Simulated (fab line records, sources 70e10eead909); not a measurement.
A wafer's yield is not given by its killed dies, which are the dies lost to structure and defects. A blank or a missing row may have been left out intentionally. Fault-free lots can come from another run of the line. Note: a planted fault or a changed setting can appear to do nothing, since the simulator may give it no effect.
fab line records	flow nand-harc
record lots=12	wafers=36	last-day=33
route steps=1302 shown A_CHANNEL_HOLE_D1@466 END@1302
lots that met no fault: taken from a fault-free run of the same line
start-h: hours from the record's opening day to when the first of the lot's shown wafers began	wait-h: time in hours since the lot's previous step	" unchanged from the row above	L1.1+2: several wafers, shown together as one row	- either no value or no given start	* or withheld: withheld	< > ~ a bound
route shown NAME@n: a module of which the file shows steps, and the number in the route of the first	usual: average and standard deviation across the fault-free wafers	same: alike in all rows	chamber/n: place in a boat	sites: readings site by site	_std_site: the standard deviation of these	_edge_site: inner sites' mean taken away from outer sites' mean	radius-mm: how far each site lies from the wafer's centre	mask NAME#n: copy n	behind: the most recent tool/chamber to have shaped the wafer	hold: cause of the lot's hold/its duration in hours/its outcome	device: whichever transistor did not switch (one of n, p or np)	end of line: tests run on the same wafers once the route is complete	a step with no rows: only its recipe	killed: not the wafer's yield, but the dies lost to structure and defects at the first sort	map: shows each die of a wafer: x if killed, . if not, _ if none is there
set.NAME: the run value of the setting; set.NAME@STEP: its run value at that earlier step	model.NAME: the simulator's own value behind a step, which no gauge read
one table for each step of the route and one row for each wafer, over a sample of lots
services: a tool's chamber out of use, with start hour (start-h, from the record's first day; less than 0 if before it), hours out, and reason
## steps
# step NHARC_A_CHANNEL_HOLE_D1_ETCH_38
# recipe target-depth-a=390	over-etch-frac=0.3	time-s=65	ion-energy-ev=80	cf4-flow-sccm=150	ar-flow-sccm=0	rf-w=300	bias-w=100	chemistry=CF4
# usual drypump-motor-current-A=5.6/0.36	oes-product-au=1.001/0.0073	rf-vpp-V=151.0/1.4	run-length-s=86.4/0.49	showerhead-plenum-p-Torr=1.75/0.074	throttle-valve-pct=13.283/0.0086
lot.wafer	tool	chamber	start-h	wait-h	drypump-motor-current-A	oes-product-au	rf-hours-counter-h	rf-vpp-V	run-length-s	showerhead-plenum-p-Torr	throttle-valve-pct
L987.4	rie-diel-08	3	175.35	0.1	5.5	1.004	11	149.7	85.9	1.74	13.280
L987.2	"	0	"	"	5.2	0.991	11	152.8	86.2	1.87	13.293
L987.1	"	1	"	"	5.9	1.011	11	150.5	86.5	1.68	13.298
L996.4	rie-diel-08	3	269.43	0.1	5.5	1.003	6	149.4	69.2	1.74	13.287
L996.3	"	1	"	"	5.9	1.012	6	148.5	86.4	1.68	13.283
L996.6	"	3	"	"	5.5	1.010	-	152.3	85.4	1.74	13.274
L997.1	rie-diel-08	0	284.92	0.1	5.2	1.004	7	151.4	86.6	1.87	13.284
L997.5	"	2	"	"	5.7	0.996	-	150.5	69.7	1.72	13.289
L997.6	"	3	"	"	5.5	0.996	-	150.8	85.8	1.74	13.280
L998.3	rie-diel-08	0	286.94	0.1	5.2	1.001	8	154.0	85.9	1.87	13.279
L998.1	"	1	"	"	5.9	1.009	8	150.9	86.7	1.68	13.283
L998.4	"	2	"	"	5.7	1.003	8	150.0	69.7	1.72	13.298
L999.2	rie-diel-01	2	294.16	0.1	5.5	1.006	22	151.5	86.1	1.82	13.272
L999.5	"	1	"	"	5.2	0.995	-	149.5	86.3	1.67	13.282
L999.6	"	2	"	"	5.5	1.002	-	151.4	86.3	1.82	13.271
L101.1	rie-diel-09	0	329.43	0.1	5.2	0.996	0	150.9	85.6	1.75	13.270
L101.4	"	1	"	"	5.4	1.016	0	151.4	86.5	1.85	13.286
L101.5	"	3	"	"	5.3	1.001	-	152.5	86.5	1.84	13.279
L103.1	rie-diel-09	2	336.71	0.1	5.6	1.014	2	149.3	85.3	1.72	13.290
L103.4	"	0	"	"	5.2	0.995	1	151.3	85.6	1.75	13.294
L103.6	"	2	"	"	5.6	1.008	-	150.1	85.6	1.72	13.289
L104.2	rie-diel-01	2	348.87	0.1	5.5	1.000	45	151.4	86.5	1.81	13.274
L104.1	"	3	"	"	6.6	1.009	46	150.1	86.9	1.69	13.290
L104.4	"	2	"	"	5.5	0.985	-	153.4	87.0	1.81	13.281
L105.4	rie-diel-08	0	355.79	0.1	5.2	0.996	13	151.4	86.3	1.87	13.279
L105.2	"	3	"	"	5.5	1.010	12	152.1	85.5	1.74	13.281
L105.6	"	1	"	"	5.8	1.007	-	150.1	86.5	1.68	13.265
L107.4	rie-diel-08	2	382.41	0.1	5.7	0.990	1	152.4	86.7	1.71	13.285
L107.1	"	0	"	"	5.2	0.999	1	152.3	85.9	1.87	13.288
L107.5	"	1	"	"	5.9	0.994	-	149.6	86.6	1.68	13.274
L108.2	rie-diel-08	1	391.17	0.1	5.9	1.006	1	148.3	86.5	1.68	13.294
L108.4	"	3	"	"	5.5	1.000	1	150.6	85.8	1.74	13.280
L108.5	"	1	"	"	5.9	1.000	-	151.7	86.4	1.68	13.289
L110.4	rie-diel-08	3	408.14	0.1	5.5	0.991	2	149.1	86.1	1.74	13.295
L110.2	"	2	"	"	5.7	0.988	2	152.5	87.3	1.71	13.283
L110.6	"	0	"	"	5.2	0.994	-	153.3	85.8	1.87	13.289
# step NHARC_A_CHANNEL_HOLE_D1_CD_MEAS_18
# usual cd-nm=99.4/1.6
lot.wafer	tool	chamber	start-h	wait-h	cd-nm
L987.1	cd-sem-03	-	176.39	-	99.8
L987.2	"	-	"	"	100.4
L987.4	"	-	"	"	97.7
L996.3	cd-sem-01	-	270.45	-	100.2
L996.4	"	-	"	"	99.9
L996.6	"	-	"	"	98.8
L997.1	cd-sem-03	-	285.93	-	100.0
L997.5	"	-	"	"	100.7
L997.6	"	-	"	"	99.2
L998.1	cd-sem-02	-	287.96	-	101.9
L998.3	"	-	"	"	100.6
L998.4	"	-	"	"	96.2
L999.2	cd-sem-01	-	298.00	-	97.9
L999.5	"	-	"	"	100.7
L999.6	"	-	"	"	101.6
L101.1	cd-sem-03	-	330.44	-	98.9
L101.4	"	-	"	"	99.0
L101.5	"	-	"	"	100.2
L103.1	cd-sem-03	-	337.90	-	97.5
L103.4	"	-	"	"	98.6
L103.6	"	-	"	"	96.8
L104.1	cd-sem-03	-	350.09	-	98.8
L104.2	"	-	"	"	99.8
L104.4	"	-	"	"	100.3
L105.2	cd-sem-02	-	356.81	-	99.1
L105.4	"	-	"	"	98.5
L105.6	"	-	"	"	99.8
L107.1	cd-sem-01	-	383.42	-	98.0
L107.4	"	-	"	"	99.1
L107.5	"	-	"	"	98.9
L108.2	cd-sem-03	-	392.19	-	99.8
L108.4	"	-	"	"	100.0
L108.5	"	-	"	"	99.4
L110.2	cd-sem-02	-	409.46	-	99.3
L110.4	"	-	"	"	97.7
L110.6	"	-	"	"	100.2
# step NHARC_A_CHANNEL_HOLE_D1_ETCH_21
# recipe bias-v=3000	source-w=withheld	pressure-mtorr=20	time-s=514.3	ar-flow-sccm=375	c4f8-flow-sccm=89.3	o2-flow-sccm=35.7	temp-c=-20	target-depth-a=16000	chemistry=C4F8/O2/Ar
# usual drypump-motor-current-A=6.0/0.41	he-backside-leak-sccm=6.1/0.5	run-length-s=499.3/0	showerhead-plenum-p-Torr=3.72/0.098	throttle-valve-pct=32.154/0.0088
lot.wafer	tool	chamber	start-h	wait-h	drypump-motor-current-A	he-backside-leak-sccm	rf-hours-counter-h	run-length-s	showerhead-plenum-p-Torr	throttle-valve-pct
L987.2	har-etch-01	0	176.89	0.3	5.4	5.5	81	499.3	3.70	32.133
L987.1	"	1	"	"	6.4	6.6	81	499.3	3.89	32.153
L987.4	"	1	"	"	6.4	6.6	-	499.3	3.89	32.150
L996.3	har-etch-01	0	271.09	0.3	5.4	6.0	-	499.3	3.67	32.164
L996.4	"	1	"	"	6.4	6.8	-	499.3	3.86	32.160
L996.6	"	1	"	"	6.4	6.3	-	499.3	3.86	32.148
L997.1	har-etch-01	0	286.50	0.3	5.4	5.7	142	499.3	3.66	32.157
L997.5	"	1	"	"	6.4	6.4	-	499.3	3.85	32.147
L997.6	"	0	"	"	5.4	5.6	-	499.3	3.66	32.155
L998.1	har-etch-02	0	288.53	0.3	5.8	6.4	357	499.3	3.61	32.142
L998.3	"	1	"	"	6.4	6.9	-	499.3	3.73	32.161
L998.4	"	0	"	"	5.8	6.4	-	499.3	3.60	32.160
L999.2	har-etch-02	1	298.49	0.3	6.4	5.9	364	499.3	3.73	32.152
L999.6	"	1	"	"	6.4	6.1	-	499.3	3.73	32.151
L999.5	"	0	"	"	5.9	6.3	-	499.3	3.60	32.150
L101.1	har-etch-01	0	331.01	0.3	5.4	5.5	164	499.3	3.65	32.182
L101.4	"	0	"	"	5.4	5.6	-	499.3	3.65	32.151
L101.5	"	1	"	"	6.4	6.4	-	499.3	3.84	32.150
L103.1	har-etch-02	0	340.00	0.3	5.9	6.4	387	499.3	3.59	32.180
L103.4	"	0	"	"	5.9	6.4	-	499.3	3.59	32.157
L103.6	"	1	"	"	6.4	6.3	-	499.3	3.72	32.176
L104.1	har-etch-02	0	350.59	0.3	5.8	6.9	395	499.3	3.58	32.154
L104.2	"	1	"	"	6.4	6.6	395	499.3	3.71	32.157
L104.4	"	0	"	"	5.8	6.7	-	499.3	3.58	32.165
L105.2	har-etch-01	0	357.39	0.3	5.4	5.7	183	499.3	3.64	32.157
L105.4	"	1	"	"	6.4	6.5	-	499.3	3.83	32.166
L105.6	"	1	"	"	6.4	6.7	-	499.3	3.83	32.163
L107.1	har-etch-01	0	390.10	0.3	5.4	6.0	206	499.3	3.63	32.176
L107.4	"	0	"	"	5.4	6.0	-	499.3	3.63	32.150
L107.5	"	1	"	"	6.4	7.1	-	499.3	3.82	32.147
L108.2	har-etch-01	1	398.07	0.3	6.4	6.6	214	499.3	3.81	32.150
L108.4	"	0	"	"	5.4	5.9	-	499.3	3.63	32.158
L108.5	"	0	"	"	5.4	6.0	-	499.3	3.63	32.148
L110.2	har-etch-02	0	409.95	0.3	5.9	5.4	8	499.3	3.93	32.157
L110.4	"	0	"	"	5.8	5.2	-	499.3	3.93	32.165
L110.6	"	0	"	"	5.8	5.2	-	499.3	3.93	32.154
# step NHARC_A_CHANNEL_HOLE_D1_ETCH_33
# recipe bias-v=400	source-w=2000	pressure-mtorr=25	time-s=90	ar-flow-sccm=375	c4f8-flow-sccm=41.7	o2-flow-sccm=83.3	temp-c=-20	target-depth-a=4000	chemistry=C4F8/O2/Ar
# usual drypump-motor-current-A=6.0/0.41	he-backside-leak-sccm=6.2/0.76	run-length-s=121.80/0.29	showerhead-plenum-p-Torr=3.76/0.1	throttle-valve-pct=27.620/0.0093
lot.wafer	tool	chamber	start-h	wait-h	drypump-motor-current-A	he-backside-leak-sccm	rf-hours-counter-h	run-length-s	showerhead-plenum-p-Torr	throttle-valve-pct
L987.2	har-etch-01	0	180.44	0.2	5.4	5.3	84	121.97	3.74	27.622
L987.1	"	1	"	"	6.4	6.2	84	122.13	3.93	27.612
L987.4	"	1	"	"	6.4	6.4	-	121.88	3.93	27.630
L996.3	har-etch-01	0	274.55	0.2	5.4	5.6	-	121.72	3.71	27.625
L996.4	"	1	"	"	6.4	6.5	-	121.99	3.90	27.608
L996.6	"	1	"	"	6.4	6.3	-	121.93	3.90	27.617
L997.1	har-etch-01	0	290.00	0.2	5.4	5.6	145	121.72	3.70	27.629
L997.5	"	1	"	"	6.4	6.7	-	121.66	3.90	27.615
L997.6	"	0	"	"	5.4	5.5	-	122.08	3.70	27.604
L998.1	har-etch-02	0	292.03	0.2	5.9	6.4	360	122.17	3.64	27.623
L998.3	"	1	"	"	6.4	6.1	-	121.26	3.77	27.635
L998.4	"	0	"	"	5.8	6.4	-	121.88	3.64	27.618
L999.2	har-etch-02	1	302.05	0.2	6.4	6.9	368	121.36	3.77	27.623
L999.6	"	1	"	"	6.4	7.0	-	121.45	3.77	27.616
L999.5	"	0	"	"	5.8	6.5	-	121.88	3.64	27.612
L101.1	har-etch-01	0	334.52	0.2	5.4	5.6	168	121.43	3.69	27.624
L101.4	"	0	"	"	5.4	5.9	-	121.67	3.69	27.631
L101.5	"	1	"	"	6.4	6.5	-	121.71	3.88	27.625
L103.1	har-etch-02	0	343.57	0.2	5.8	6.6	391	121.62	3.62	27.616
L103.4	"	0	"	"	5.8	6.6	-	121.79	3.62	27.621
L103.6	"	1	"	"	6.4	6.7	-	121.70	3.75	27.614
L104.1	har-etch-02	0	354.15	0.2	5.8	6.3	399	122.12	3.62	27.620
L104.2	"	1	"	"	6.4	6.7	399	121.56	3.75	27.606
L104.4	"	0	"	"	5.8	6.5	-	121.98	3.62	27.616
L105.2	har-etch-01	0	360.91	0.2	5.4	5.7	187	121.97	3.68	27.622
L105.4	"	1	"	"	6.4	6.8	-	121.77	3.87	27.629
L105.6	"	1	"	"	6.4	6.8	-	122.37	3.87	27.615
L107.1	har-etch-01	0	393.64	0.2	5.4	5.9	210	121.69	3.66	27.623
L107.4	"	0	"	"	5.4	6.0	-	121.80	3.67	27.627
L107.5	"	1	"	"	6.4	7.3	-	121.89	3.86	27.632
L108.2	har-etch-01	1	401.65	0.2	6.4	12.4	217	122.54	3.85	27.630
L108.4	"	0	"	"	5.4	5.8	-	121.46	3.66	27.614
L108.5	"	0	"	"	5.4	5.9	-	121.99	3.66	27.637
L110.2	har-etch-02	0	413.51	0.2	5.9	5.2	12	122.08	3.97	27.634
L110.4	"	0	"	"	5.8	4.8	-	122.06	3.97	27.632
L110.6	"	0	"	"	5.8	5.0	-	121.66	3.97	27.613
# step NHARC_END_SORT_01
# recipe temp-c=25
# usual killed-at-array=56/20	killed-at-other=1/1.3	killed-at-periphery=3.5/2.7	killed-dies=60/20	killed-open=3.3/1.6	killed-short=2.4/1.5
# same gross-dies=677
lot.wafer	tool	chamber	start-h	wait-h	killed-at-array	killed-at-other	killed-at-periphery	killed-dies	killed-open	killed-short
L996.3	prober-02	0	648.84	3.1	53	1	4	58	1	3
L996.4	prober-02	0	649.65	3.4	124	0	3	127	4	4
L996.6	prober-02	0	651.26	4.0	50	0	1	51	1	3
L998.1	prober-01	0	655.20	2.5	67	0	1	68	2	3
L998.3	prober-01	0	656.82	3.1	40	0	1	41	1	3
L998.4	prober-01	0	657.63	3.4	100	0	3	103	4	4
L997.1	prober-02	0	655.26	2.5	52	2	1	55	6	2
L997.5	prober-02	0	658.48	3.7	94	5	6	105	5	2
L997.6	prober-02	0	659.29	4.0	42	0	2	44	4	2
# killed by level:class
L996.3 A_SLIT:chamber-film-flake=24 A_CHANNEL_HOLE_D2:chamber-film-flake=15 A_CONTACT:chamber-film-flake=7 A_CHANNEL_FILL_D1:geometric-particle:short=2 P_BONDPAD:chamber-film-flake=2 P_M0:geometric-particle:short=1 A_ONON_D1:geometric-particle:open=1 P_GATE:chamber-film-flake=1
L996.4 A_CHANNEL_HOLE_D1:area-etch=63 A_SLIT:chamber-film-flake=28 A_CHANNEL_HOLE_D2:chamber-film-flake=16 A_CHANNEL_HOLE_D1:chamber-film-flake=3 A_CHANNEL_FILL_D1:chamber-film-flake=3 A_CONTACT:chamber-film-flake=3 P_GATE:geometric-particle:open=1 P_CONTACT:geometric-particle:short=1
L996.6 A_SLIT:chamber-film-flake=25 A_CHANNEL_HOLE_D2:chamber-film-flake=12 A_CONTACT:chamber-film-flake=4 A_CHANNEL_HOLE_D1:chamber-film-flake=2 A_SOURCE_PLATE:geometric-particle:short=1 A_DECK1_JOINT:geometric-particle:short=1 A_ONON_D2:geometric-particle:short=1 A_BLC:geometric-particle:open=1
L998.1 A_CHANNEL_HOLE_D1:chamber-film-flake=35 A_CHANNEL_HOLE_D2:chamber-film-flake=17 A_STAIRCASE:chamber-film-flake=6 A_CHANNEL_FILL_D1:geometric-particle:short=2 A_SLIT:chamber-film-flake=2 A_CHANNEL_FILL_D1:geometric-particle:open=1 A_CHANNEL_HOLE_D2:geometric-particle:open=1 A_M0:geometric-particle:short=1
L997.1 A_SLIT:chamber-film-flake=35 A_CHANNEL_HOLE_D2:chamber-film-flake=4 A_CHANNEL_HOLE_D1:chamber-film-flake=2 A_CHANNEL_HOLE_D2:unspecified=2 A_ONON_D1:geometric-particle:open=1 A_CHANNEL_FILL_D1:geometric-particle:open=1 A_CHANNEL_FILL_D1:geometric-particle:short=1 A_DECK1_JOINT:geometric-particle:open=1
L998.3 A_CHANNEL_HOLE_D1:chamber-film-flake=16 A_CHANNEL_HOLE_D2:chamber-film-flake=13 A_STAIRCASE:chamber-film-flake=5 A_CONTACT:chamber-film-flake=3 A_ONON_D1:geometric-particle:short=2 P_M0:geometric-particle:open=1 A_WL_FILL:geometric-particle:short=1
L998.4 A_CHANNEL_HOLE_D1:area-etch=38 A_CHANNEL_HOLE_D1:chamber-film-flake=29 A_CHANNEL_HOLE_D2:chamber-film-flake=21 A_CHANNEL_FILL_D1:geometric-particle:open=2 P_GATE:chamber-film-flake=2 A_CHANNEL_FILL_D2:chamber-film-flake=2 A_SLIT:chamber-film-flake=2 P_M1:geometric-particle:short=1
L997.5 A_CHANNEL_HOLE_D1:area-etch=36 A_SLIT:chamber-film-flake=31 A_CHANNEL_HOLE_D2:chamber-film-flake=6 A_DECK1_JOINT:chamber-film-flake=4 A_CONTACT:chamber-film-flake=4 THIN_TSV:chamber-film-flake=4 A_CHANNEL_HOLE_D1:chamber-film-flake=3 P_M0:geometric-particle:open=2
L997.6 A_SLIT:chamber-film-flake=27 A_CHANNEL_HOLE_D1:chamber-film-flake=4 A_WL_FILL:geometric-particle:open=2 A_ZERO_WELL:chamber-film-flake=2 P_M0:geometric-particle:open=1 A_CHANNEL_FILL_D1:geometric-particle:open=1 A_CHANNEL_FILL_D1:geometric-particle:short=1 A_DECK1_JOINT:geometric-particle:short=1
## services
tool	chamber	start-h	hours	kind
rie-diel-08	-	190.81	9.0	pm
rie-diel-01	-	203.80	9.0	pm
rie-diel-09	-	229.21	0.4	repair
rie-diel-08	-	233.14	0.8	repair
rie-diel-01	-	241.30	0.4	repair
rie-diel-01	2	252.71	5.5	repair
rie-diel-01	-	276.69	1.2	repair
rie-diel-09	2	293.74	4.0	repair
rie-diel-08	-	314.90	1.0	repair
rie-diel-09	-	320.23	9.0	pm
rie-diel-01	1	342.60	41.4	repair
har-etch-01	-	353.53	1.2	repair
rie-diel-01	3	355.41	3.9	repair
har-etch-02	-	367.14	1.8	repair
rie-diel-08	-	367.81	9.0	pm
rie-diel-01	-	380.94	9.0	pm
har-etch-02	-	381.69	17.0	pm
har-etch-02	0	381.69	17.0	vent-cycle
har-etch-02	1	381.69	17.0	vent-cycle
rie-diel-09	0	389.58	2.6	repair
har-etch-02	0	398.69	-	clean
har-etch-02	0	398.69	-	consumable-replace:focus-ring
har-etch-02	0	398.69	-	consumable-replace:showerhead
rie-diel-09	2	405.13	8.3	repair
## key
first-sign step=NHARC_A_CHANNEL_HOLE_D1_ETCH_38	reading=run-length-s	direction=down	sigmas=34	usual=*	struck=*
effect step=NHARC_END_SORT_01	reading=killed-at-array	direction=up	sigmas=2.6	usual=56	struck=106	wafers-moved=1
more-kills-born-at NHARC_A_CHANNEL_HOLE_D1_ETCH_38@rie-diel-08=137
met-at NHARC_A_CHANNEL_HOLE_D1_ETCH_38
struck-lots L996,L997,L998
struck-wafers L996.4,L997.5,L998.4
tester-left-out L996,L997,L998
not-acting-at NHARC_A_CHANNEL_HOLE_D1_CD_MEAS_18,NHARC_A_CHANNEL_HOLE_D1_ETCH_21,NHARC_A_CHANNEL_HOLE_D1_ETCH_33
onset-between 175.35 269.43
fault kind=process-parameter-drift	tool=rie-diel-08	chamber=-	onset-h=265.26	steps=NHARC_A_CHANNEL_HOLE_D1_ETCH_38	channel=time-s	offset=*	shape=step	end-h=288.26	scope=struck-wafers-only	acts-in=*	stated=*
# tester-left-out: of these lots the tester's yield and bins aren't shown, on N5 and GAA mostly nor the transistor test; their killed dies are dies lost to structure and defects alone, not to doping, threshold or leakage, so they don't give the yield
